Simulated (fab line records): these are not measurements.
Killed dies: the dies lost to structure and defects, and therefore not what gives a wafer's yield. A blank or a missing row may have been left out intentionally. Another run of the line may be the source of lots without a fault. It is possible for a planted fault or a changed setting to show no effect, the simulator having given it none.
Chamber matching    flow nand harc    NHARC_A_M1_DEP_33 on pecvd-04 has 3 sister chambers
The step deposits SiCN, target thk 30 nm. 3 wafers are shown with their chamber, then 9 later ones without.

## EACH WAFER AND ITS CHAMBER
wafer   chamber  heater power w (W)
L079.4  2        621
L085.4  0        498
L085.6  1        638

## WAFERS WHOSE CHAMBER IS MISSING
wafer   heater power w (W)
L089.3  502
L089.5  644
L089.6  515
L090.2  634
L090.5  642
L090.6  516
L096.1  555
L096.2  688
L096.4  712

## WHICH CHAMBER EACH ONE RAN IN
wafer   from the rows above           in truth
L089.3  0                             0
L089.5  can't be placed: 1 or 2       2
L089.6  0                             0
L090.2  can't be placed: 1 or 2       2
L090.5  can't be placed: 1 or 2       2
L090.6  0                             0
L096.1  can't be placed: 0 or 2 or 1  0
L096.2  can't be placed: 1 or 2       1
L096.4  can't be placed: 1 or 2       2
Placed correctly: 3 of 9. Unplaceable from these rows: 6, with the true chamber sitting among the candidates in 6. Number placed wrongly: 0.
How it was worked out, from the rows above alone: a wafer's distance from a chamber is the root of the sum, over the readings, of the square of ((its reading less the chamber's mean) divided by the reading's scatter). If the next closest chamber is less than 2 further off than the closest, the wafer can't be placed; otherwise it belongs to the closest. For every chamber, the mean is computed from those of its wafers that are shown. The scatter: root of mean squared gap, hidden wafer to nearest shown wafer, with one shown wafer a chamber.
